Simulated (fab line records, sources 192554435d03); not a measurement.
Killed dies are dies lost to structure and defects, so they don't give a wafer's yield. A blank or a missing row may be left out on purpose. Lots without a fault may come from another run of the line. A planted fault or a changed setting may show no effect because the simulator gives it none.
fab line records | flow n5_finfet | part 1 of 2: steps 1 to 18 of 30
record lots=5 wafers=15 last_day=15
route steps=1938 shown BEOL_M11@1563
lots that met no fault: from a run of the same line without faults
start_h: hours from the record's first day to the start of the lot's first wafer shown | wait_h: hours since the lot's step before | " the same as in the row above | L1.1+2: a row that stands for several wafers | - no value, or no start given | * or withheld: withheld | < > ~ a bound
route shown NAME@n: a module of which the file shows steps, and the number in the route of the first | usual: mean/standard deviation of fault-free wafers | same: alike in all rows | chamber/n: place in a boat | sites: the reading at each site | _std_site: their standard deviation | _edge_site: outer sites' mean less inner sites' | radius_mm: how far each site lies from the wafer's centre | mask NAME#n: copy n | behind: the tool/chamber that last shaped the wafer | hold: why the lot was held/for how many hours/how that ended | device: the transistor (n, p or np) that didn't switch | end of line: the same wafers' tests at the end of the route | a step without rows: its recipe alone | killed: dies lost to structure and defects at the first sort, not the wafer's yield | map: a wafer's dies, x killed, . not, _ none there
set.NAME: the setting as run; set.NAME@STEP: as run at that earlier step | model.NAME: the simulator's own value behind a step, which no gauge read
lots at some steps of the route; a table a step, a row a wafer
services: from which hour (start_h, from the record's first day; less than 0 if before it) a tool's chamber was out of use, for how many hours, and why
## steps
# step N5_BEOL_M11_EBR_24
# recipe solvent=PGMEA ebr_width_mm=1.5
# columns lot.wafer tool chamber start_h wait_h
L075.1+3+6 litho_track-04 0 - -
L077.2+3+5 litho_track-03 0 - -
L079.2+4+6 litho_track-05 0 - -
L085.1+4+5 litho_track-03 0 - -
L090.2+4+6 litho_track-03 0 - -
# step N5_BEOL_M11_SOFTBAKE_23
# recipe temp_c=110 time_s=60 resist=CAR-ArF
# columns lot.wafer tool chamber start_h wait_h
L075.1+3+6 litho_track-04 0 - -
L077.2+3+5 litho_track-03 0 - -
L079.2+4+6 litho_track-05 0 - -
L085.1+4+5 litho_track-03 0 - -
L090.2+4+6 litho_track-03 0 - -
# step N5_BEOL_M11_EXPOSE_25
# recipe mask_id=V10 na=1.35 source_shape=annular sigma_inner=0.5 sigma_outer=0.8 polarization=unpolarized dose_mj=85.5
# usual exposure_dose_mJ_cm2=86.1/0.66
# columns lot.wafer tool chamber start_h wait_h mask exposure_dose_mJ_cm2
L075.1 arfi_scanner-03 0 223.23 - V10#0 86.2
L075.3 " 0 " " V10#0 86.2
L075.6 " 0 " " V10#0 86.1
L077.2 arfi_scanner-02 0 236.88 - V10#0 85.4
L077.3 " 0 " " V10#0 85.3
L077.5 " 0 " " V10#0 85.3
L079.2 arfi_scanner-01 0 246.24 - V10#0 86.9
L079.4 " 0 " " V10#0 87.0
L079.6 " 0 " " V10#0 86.8
L085.1 arfi_scanner-02 0 300.58 - V10#0 85.5
L085.4 " 0 " " V10#0 85.5
L085.5 " 0 " " V10#0 85.5
L090.2 arfi_scanner-03 0 316.41 - V10#0 86.1
L090.4 " 0 " " V10#0 86.2
L090.6 " 0 " " V10#0 86.1
# step N5_BEOL_M11_PEB_26
# recipe peb_temp_c=withheld peb_time_s=60 resist=CAR-ArF
# columns lot.wafer tool chamber start_h wait_h
L075.1+3+6 litho_track-03 0 223.30 0.1
L077.2+3+5 litho_track-04 0 236.94 0.1
L079.2+4+6 litho_track-03 0 246.30 0.1
L085.1+4+5 litho_track-05 0 300.65 0.1
L090.2+4+6 litho_track-03 0 316.46 0.1
# step N5_BEOL_M11_DEVELOP_27
# recipe develop_time_s=30 developer=TMAH resist=CAR-ArF rinse_liquid=diw dry=air_spin dev_temp_c=23
# same develop_time_s=30
# columns lot.wafer tool chamber start_h wait_h
L075.1+3+6 litho_track-03 0 - -
L077.2+3+5 litho_track-04 0 - -
L079.2+4+6 litho_track-03 0 - -
L085.1+4+5 litho_track-05 0 - -
L090.2+4+6 litho_track-03 0 - -
# step N5_BEOL_M11_CD_MEAS_28
# recipe target_cd_nm=70 landing_energy_ev=500 detector=se_inlens polarity=opening
# usual cd_nm=69.9/0.89
# columns lot.wafer tool chamber start_h wait_h cd_nm
L075.1 cd_sem-01 0 223.36 - 69.5
L075.3 " 0 " " 70.3
L075.6 " 0 " " 70.9
L077.2 cd_sem-01 0 237.01 - 68.4
L077.3 " 0 " " 70.5
L077.5 " 0 " " 69.5
L079.2 cd_sem-02 0 246.37 - 69.4
L079.4 " 0 " " 69.2
L079.6 " 0 " " 69.5
L085.1 cd_sem-02 0 300.72 - 69.5
L085.4 " 0 " " 71.3
L085.5 " 0 " " 68.7
L090.2 cd_sem-01 0 316.53 - 71.2
L090.4 " 0 " " 71.5
L090.6 " 0 " " 70.8
# step N5_BEOL_M11_OVL_MEAS_29
# recipe points_per_wafer=44
# usual V10_OVL=0.1/0.9
# columns lot.wafer tool chamber start_h wait_h V10_OVL[nm]
L075.1 overlay-02 0 223.39 0.0 0.5
L075.3 " 0 " " 0.2
L075.6 " 0 " " 0.4
L077.2 overlay-02 0 237.04 0.0 1.0
L077.3 " 0 " " 0.2
L077.5 " 0 " " 0.5
L079.2 overlay-01 0 246.40 0.0 -1.2
L079.4 " 0 " " -1.3
L079.6 " 0 " " -1.0
L085.1 overlay-02 0 300.75 0.0 0.0
L085.4 " 0 " " -0.2
L085.5 " 0 " " -0.6
L090.2 overlay-01 0 316.56 0.0 1.0
L090.4 " 0 " " 1.3
L090.6 " 0 " " 0.1
# step N5_BEOL_M11_INSPECT_30
# recipe mode=adi inspect_instrument=brightfield
# usual raw_defect_count=409/100
# columns lot.wafer tool chamber start_h wait_h raw_defect_count
L075.1 defect_inspect-02 - 223.42 0.0 430
L075.3 " - " " 442
L075.6 " - " " 586
L077.2 defect_inspect-02 - 237.06 0.0 342
L077.3 " - " " 351
L077.5 " - " " 346
L079.2 defect_inspect-02 - 246.42 0.0 444
L079.4 " - " " 345
L079.6 " - " " 513
L085.1 defect_inspect-01 - 300.77 0.0 326
L085.4 " - " " 333
L085.5 " - " " 399
L090.2 defect_inspect-02 - 316.58 0.0 600
L090.4 " - " " 570
L090.6 " - " " 552
# step N5_BEOL_M11_DESCUM_33
# recipe chemistry=O2 time_s=7.9 source_power_w=50 bias_power_w=20 pressure_mtorr=20 rf_frequency_hz=2.712e+07 temp_c=40 resist=CAR-ArF o2_flow_sccm=225
# usual drypump_motor_current_A=5.6/0.5 oes_product_au=0.78/0.09 rf_vpp_V=244.0/1.4 showerhead_plenum_p_Torr=2.14/0.076 throttle_valve_pct=20.47/0.27
# columns lot.wafer tool chamber start_h wait_h drypump_motor_current_A oes_product_au rf_hours_counter_h rf_vpp_V showerhead_plenum_p_Torr throttle_valve_pct
L075.1 rie_diel-02 0 223.72 0.3 5.2 0.74 170 243.8 2.18 20.87
L075.3 " 3 " " 5.5 0.74 165 243.4 2.16 20.56
L075.6 " 1 " " 5.7 0.98 - 245.0 2.23 20.66
L077.2 rie_diel-05 0 237.10 0.0 6.2 0.70 235 241.2 1.97 20.58
L077.3 " 2 " " 5.0 0.70 209 243.6 2.14 20.78
L077.5 " 1 " " 5.7 0.85 - 244.8 2.13 20.53
L079.2 rie_diel-05 2 246.46 0.0 5.0 0.70 212 244.7 2.14 20.78
L079.4 " 0 " " 6.2 0.70 237 241.4 1.97 20.60
L079.6 " 0 " " 6.2 0.70 - 241.7 1.96 20.61
L085.1 rie_diel-05 3 301.01 0.2 5.6 0.71 200 245.3 2.17 20.32
L085.4 " 2 " " 5.0 0.69 227 244.5 2.13 20.80
L085.5 " 3 " " 5.6 0.71 - 243.3 2.17 20.32
L090.2 rie_diel-02 0 316.62 0.0 5.2 0.71 195 244.3 2.17 20.89
L090.4 " 3 " " 5.5 0.71 189 244.7 2.15 20.58
L090.6 " 0 " " 5.2 0.71 - 245.4 2.17 20.88
# step N5_BEOL_M11_ETCH_65
# recipe chemistry=CF4 target=SiARC target_depth_a=390 mask_material=CAR-ArF time_s=65 ion_energy_ev=80 pressure_mtorr=40 source_w=545 bias_w=36 Ar_flow_sccm=100 cf4_flow_sccm=100 ends=cleared
# usual drypump_motor_current_A=5.6/0.5 etch_rf_on_time_s=65.0/1.7 mfc_ar_sccm=100.0/0.3 oes_product_au=0.67/0.077 rf_vpp_V=184.7/1.2 showerhead_plenum_p_Torr=2.19/0.073 throttle_valve_pct=15.68/0.24
# columns lot.wafer tool chamber start_h wait_h drypump_motor_current_A etch_rf_on_time_s mfc_ar_sccm oes_product_au rf_hours_counter_h rf_vpp_V showerhead_plenum_p_Torr throttle_valve_pct
L075.1 rie_diel-02 0 223.75 0.0 5.2 64.9 99.8 0.62 170 185.7 2.21 16.01
L075.3 " 3 " " 5.5 64.6 100.2 0.63 165 185.6 2.22 15.86
L075.6 " 1 " " 5.6 62.5 99.6 0.83 - 186.5 2.26 15.61
L077.2 rie_diel-05 0 237.13 0.0 6.1 63.1 100.0 0.62 235 182.5 2.03 15.89
L077.3 " 2 " " 5.0 66.0 100.3 0.60 209 184.1 2.20 16.00
L077.5 " 1 " " 5.7 65.7 100.7 0.71 - 185.3 2.17 15.56
L079.2 rie_diel-05 2 246.49 0.0 5.0 64.9 100.4 0.61 212 184.9 2.20 16.03
L079.4 " 0 " " 6.2 62.7 100.2 0.61 237 182.7 2.02 15.89
L079.6 " 0 " " 6.1 63.1 99.6 0.61 - 180.4 2.02 15.91
L085.1 rie_diel-05 3 301.04 0.0 5.6 66.2 99.0 0.60 200 185.8 2.22 15.51
L085.4 " 2 " " 5.0 65.6 100.0 0.60 227 185.1 2.19 16.04
L085.5 " 3 " " 5.6 66.2 99.3 0.60 - 184.0 2.22 15.52
L090.2 rie_diel-02 0 316.65 0.0 5.2 65.8 100.6 0.61 195 184.3 2.20 16.09
L090.4 " 3 " " 5.5 65.4 99.9 0.61 189 185.1 2.21 15.91
L090.6 " 0 " " 5.2 65.8 100.3 0.61 - 185.3 2.20 16.08
# step N5_BEOL_M11_ETCH_66
# recipe chemistry=N2/H2 target=SOC target_depth_a=1200 overetch_a=240 mask_material=SiARC temp_c=40 time_s=180 ion_energy_ev=200 pressure_mtorr=30 source_w=840 bias_w=150 n2_flow_sccm=200 h2_flow_sccm=200
# usual drypump_motor_current_A=5.6/0.5 oes_product_au=0.63/0.066 rf_vpp_V=525.5/2.7 showerhead_plenum_p_Torr=2.60/0.094 throttle_valve_pct=17.92/0.29
# columns lot.wafer tool chamber start_h wait_h drypump_motor_current_A oes_product_au rf_hours_counter_h rf_vpp_V showerhead_plenum_p_Torr throttle_valve_pct
L075.1 rie_diel-02 0 223.80 0.0 5.2 0.59 170 525.8 2.63 18.06
L075.3 " 3 " " 5.5 0.60 165 527.1 2.64 18.02
L075.6 " 1 " " 5.7 0.77 - 528.2 2.72 18.19
L077.2 rie_diel-05 0 237.18 0.0 6.2 0.57 235 518.6 2.40 18.10
L077.3 " 2 " " 5.0 0.58 209 525.9 2.64 18.53
L077.5 " 1 " " 5.7 0.68 - 525.0 2.57 17.90
L079.2 rie_diel-05 2 246.54 0.0 5.0 0.57 212 525.8 2.64 18.54
L079.4 " 0 " " 6.2 0.57 237 518.9 2.40 18.08
L079.6 " 0 " " 6.2 0.57 - 519.8 2.40 18.10
L085.1 rie_diel-05 3 301.09 0.0 5.6 0.57 200 526.2 2.64 17.78
L085.4 " 2 " " 5.0 0.57 227 525.6 2.64 18.57
L085.5 " 3 " " 5.6 0.57 - 527.1 2.64 17.80
L090.2 rie_diel-02 0 316.70 0.0 5.2 0.57 195 526.7 2.62 18.10
L090.4 " 3 " " 5.5 0.58 189 524.9 2.63 18.07
L090.6 " 0 " " 5.2 0.58 - 525.0 2.62 18.11
# step N5_BEOL_M11_STRIP_69
# recipe chemistry=N2/H2 temp_c=40 n2_flow_sccm=200 h2_flow_sccm=200 rf_frequency_hz=6e+07
# columns lot.wafer tool chamber start_h wait_h
L075.1+3+6 rie_diel-02 0,3,1 223.92 0.1
L077.2+3+5 rie_diel-05 0,2,1 237.29 0.1
L079.2+4+6 rie_diel-05 2,0,0 246.66 0.1
L085.1+4+5 rie_diel-05 3,2,3 301.20 0.1
L090.2+4+6 rie_diel-02 0,3,0 316.82 0.1
# step N5_BEOL_M11_VIA_ETCH_34
# recipe chemistry=C4F6/O2 target=SiCOH_lowk target_depth_a=1845 mask_material=SOC taper_deg=4 time_s=69.2 ion_energy_ev=250 pressure_mtorr=30 source_w=345 bias_w=185 Ar_flow_sccm=300 C4F6_flow_sccm=10 O2_flow_sccm=10
# usual drypump_motor_current_A=5.6/0.5 mfc_ar_sccm=300.1/0.95 oes_product_au=0.78/0.088 rf_vpp_V=669/10 showerhead_plenum_p_Torr=2.90/0.1 throttle_valve_pct=20.94/0.25
# columns lot.wafer tool chamber start_h wait_h drypump_motor_current_A mfc_ar_sccm oes_product_au rf_hours_counter_h rf_vpp_V showerhead_plenum_p_Torr throttle_valve_pct
L075.1 rie_diel-02 0 223.93 0.0 5.2 298.8 0.73 170 655 2.93 21.22
L075.3 " 3 " " 5.5 301.3 0.74 165 664 2.95 21.10
L075.6 " 1 " " 5.7 300.2 0.96 - 668 2.99 20.97
L077.2 rie_diel-05 0 237.30 0.0 6.2 300.9 0.72 235 667 2.68 21.05
L077.3 " 2 " " 5.0 300.5 0.71 209 665 2.95 21.45
L077.5 " 1 " " 5.7 298.6 0.83 - 681 2.86 20.82
L079.2 rie_diel-05 2 246.67 0.0 5.0 300.0 0.71 212 665 2.95 21.46
L079.4 " 0 " " 6.2 299.7 0.71 238 667 2.68 21.07
L079.6 " 0 " " 6.2 299.4 0.71 - 667 2.68 21.05
L085.1 rie_diel-05 3 301.21 0.0 5.6 301.3 0.70 200 671 2.95 20.81
L085.4 " 2 " " 5.0 301.1 0.70 227 665 2.94 21.47
L085.5 " 3 " " 5.6 301.4 0.70 - 673 2.95 20.78
L090.2 rie_diel-02 0 316.83 0.0 5.2 299.1 0.71 195 657 2.92 21.26
L090.4 " 3 " " 5.5 299.4 0.71 189 661 2.94 21.12
L090.6 " 0 " " 5.2 300.1 0.70 - 655 2.92 21.24
# step N5_BEOL_M11_STRIP_73
# recipe chemistry=C4F6/O2 resist=SiARC rf_frequency_hz=6e+07
# columns lot.wafer tool chamber start_h wait_h
L075.1+3+6 rie_diel-02 0,3,1 223.98 0.0
L077.2+3+5 rie_diel-05 0,2,1 237.36 0.0
L079.2+4+6 rie_diel-05 2,0,0 246.72 0.0
L085.1+4+5 rie_diel-05 3,2,3 301.27 0.0
L090.2+4+6 rie_diel-02 0,3,0 316.88 0.0
# step N5_BEOL_M11_STRIP_36
# recipe chemistry=N2/H2 power_w=450 temp_c=40 pressure_mtorr=20 rf_frequency_hz=6e+07 overash_fraction=0.3 bias_power_w=7 h2_frac=0.5 n2_flow_sccm=200 h2_flow_sccm=200
# usual drypump_motor_current_A=5.6/0.5 oes_product_au=0.78/0.089 rf_vpp_V=59.5/1.8 showerhead_plenum_p_Torr=2.60/0.094 throttle_valve_pct=23.8/0.4
# same overash_fraction=0.3
# columns lot.wafer tool chamber start_h wait_h drypump_motor_current_A oes_product_au rf_hours_counter_h rf_vpp_V showerhead_plenum_p_Torr throttle_valve_pct
L075.1 rie_diel-02 0 223.99 0.0 5.2 0.74 170 60.8 2.62 23.7
L075.3 " 3 " " 5.5 0.74 165 58.3 2.64 23.8
L075.6 " 1 " " 5.6 0.95 - 57.4 2.72 24.4
L077.2 rie_diel-05 0 237.37 0.0 6.2 0.69 235 59.0 2.40 23.9
L077.3 " 2 " " 5.0 0.70 209 63.8 2.64 24.6
L077.5 " 1 " " 5.7 0.84 - 58.2 2.57 23.9
L079.2 rie_diel-05 2 246.73 0.0 5.0 0.69 212 59.9 2.64 24.6
L079.4 " 0 " " 6.2 0.71 238 58.5 2.40 23.9
L079.6 " 0 " " 6.1 0.70 - 57.2 2.39 23.9
L085.1 rie_diel-05 3 301.28 0.0 5.6 0.71 200 61.9 2.64 23.6
L085.4 " 2 " " 5.0 0.69 227 62.7 2.63 24.6
L085.5 " 3 " " 5.6 0.70 - 56.5 2.64 23.7
L090.2 rie_diel-02 0 316.89 0.0 5.2 0.72 195 57.9 2.61 23.7
L090.4 " 3 " " 5.6 0.73 189 60.1 2.63 23.8
L090.6 " 0 " " 5.2 0.72 - 60.3 2.61 23.8
# step N5_BEOL_M11_TRENCH_ETCH_37
# recipe chemistry=C4F6/O2 target_depth_a=1488.3 target=SiCOH_lowk time_s=48 ion_energy_ev=250 pressure_mtorr=30 source_w=345 bias_w=185 Ar_flow_sccm=300 C4F6_flow_sccm=10 O2_flow_sccm=10
# usual drypump_motor_current_A=5.6/0.5 mfc_ar_sccm=300.1/0.84 oes_product_au=0.78/0.088 rf_vpp_V=669/10 showerhead_plenum_p_Torr=2.90/0.1 throttle_valve_pct=20.97/0.25
# columns lot.wafer tool chamber start_h wait_h drypump_motor_current_A mfc_ar_sccm oes_product_au rf_hours_counter_h rf_vpp_V showerhead_plenum_p_Torr throttle_valve_pct
L075.1 rie_diel-02 0 - - 5.2 300.6 0.73 170 655 2.93 21.24
L075.3 " 3 " " 5.5 300.9 0.73 165 662 2.95 21.12
L075.6 " 1 " " 5.7 299.3 0.96 - 666 2.99 20.99
L077.2 rie_diel-05 0 - - 6.2 298.4 0.71 235 667 2.68 21.06
L077.3 " 2 " " 5.0 301.2 0.71 209 665 2.95 21.49
L077.5 " 1 " " 5.7 300.1 0.83 - 680 2.86 20.85
L079.2 rie_diel-05 2 - - 5.0 301.0 0.71 212 663 2.95 21.50
L079.4 " 0 " " 6.2 299.8 0.72 238 666 2.68 21.08
L079.6 " 0 " " 6.2 300.1 0.71 - 667 2.68 21.08
L085.1 rie_diel-05 3 - - 5.6 299.6 0.71 200 672 2.95 20.80
L085.4 " 2 " " 5.0 299.2 0.70 227 664 2.94 21.51
L085.5 " 3 " " 5.6 299.8 0.71 - 672 2.95 20.82
L090.2 rie_diel-02 0 - - 5.2 299.9 0.70 195 657 2.92 21.28
L090.4 " 3 " " 5.5 299.3 0.71 189 663 2.94 21.15
L090.6 " 0 " " 5.2 300.2 0.70 - 654 2.92 21.27
# step N5_BEOL_M11_ETCH_41
# recipe chemistry=CH3F/O2 target=SiCN target_depth_a=426 taper_deg=2 time_s=86 ion_energy_ev=120 mask_material=TiN pressure_mtorr=30 source_w=395 bias_w=75 Ar_flow_sccm=150 CH3F_flow_sccm=30 O2_flow_sccm=20
# usual drypump_motor_current_A=5.6/0.5 mfc_ar_sccm=150.1/0.48 oes_product_au=0.78/0.089 rf_vpp_V=298.3/1.7 showerhead_plenum_p_Torr=2.04/0.074 throttle_valve_pct=16.37/0.25
# columns lot.wafer tool chamber start_h wait_h drypump_motor_current_A mfc_ar_sccm oes_product_au rf_hours_counter_h rf_vpp_V showerhead_plenum_p_Torr throttle_valve_pct
L075.1 rie_diel-02 0 - - 5.2 149.5 0.73 170 297.3 2.06 16.66
L075.3 " 3 " " 5.5 150.2 0.73 165 298.8 2.07 16.53
L075.6 " 1 " " 5.6 149.9 0.96 - 299.6 2.11 16.35
L077.2 rie_diel-05 0 - - 6.2 150.7 0.72 235 294.3 1.88 16.55
L077.3 " 2 " " 5.0 149.9 0.72 209 299.3 2.07 16.82
L077.5 " 1 " " 5.7 149.8 0.84 - 298.7 2.01 16.24
L079.2 rie_diel-05 2 - - 5.0 149.2 0.71 212 298.4 2.07 16.81
L079.4 " 0 " " 6.2 150.5 0.71 238 294.9 1.88 16.55
L079.6 " 0 " " 6.2 150.8 0.71 - 295.8 1.88 16.56
L085.1 rie_diel-05 3 - - 5.6 150.6 0.70 200 298.7 2.08 16.25
L085.4 " 2 " " 5.0 149.7 0.69 227 297.8 2.07 16.85
L085.5 " 3 " " 5.6 150.4 0.70 - 299.9 2.08 16.25
L090.2 rie_diel-02 0 - - 5.1 149.6 0.70 195 298.9 2.06 16.72
L090.4 " 3 " " 5.5 149.4 0.72 189 297.7 2.07 16.59
L090.6 " 0 " " 5.2 150.1 0.71 - 300.2 2.06 16.71
# step N5_BEOL_M11_STRIP_77
# recipe chemistry=N2/H2 time_s=10 power_w=450 temp_c=40 pressure_mtorr=20 rf_frequency_hz=6e+07 bias_power_w=7 n2_flow_sccm=200 h2_flow_sccm=200
# usual drypump_motor_current_A=5.6/0.5 oes_product_au=0.78/0.089 rf_vpp_V=59.3/0.84 showerhead_plenum_p_Torr=2.60/0.094 throttle_valve_pct=23.8/0.4
# columns lot.wafer tool chamber start_h wait_h drypump_motor_current_A oes_product_au rf_hours_counter_h rf_vpp_V showerhead_plenum_p_Torr throttle_valve_pct
L075.1 rie_diel-02 0 - - 5.2 0.74 170 59.5 2.62 23.7
L075.3 " 3 " " 5.5 0.74 165 59.4 2.64 23.8
L075.6 " 1 " " 5.7 0.95 - 60.4 2.71 24.4
L077.2 rie_diel-05 0 - - 6.2 0.70 235 58.9 2.40 23.9
L077.3 " 2 " " 5.0 0.71 209 59.3 2.64 24.6
L077.5 " 1 " " 5.7 0.85 - 59.0 2.57 23.9
L079.2 rie_diel-05 2 - - 5.0 0.71 212 57.9 2.64 24.6
L079.4 " 0 " " 6.2 0.69 238 59.8 2.40 23.9
L079.6 " 0 " " 6.1 0.70 - 57.8 2.39 23.9
L085.1 rie_diel-05 3 - - 5.6 0.71 200 59.7 2.64 23.7
L085.4 " 2 " " 5.0 0.69 227 59.7 2.63 24.6
L085.5 " 3 " " 5.6 0.72 - 59.7 2.64 23.7
L090.2 rie_diel-02 0 - - 5.2 0.71 196 59.1 2.61 23.7
L090.4 " 3 " " 5.5 0.72 189 59.8 2.63 23.8
L090.6 " 0 " " 5.2 0.71 - 57.7 2.61 23.7
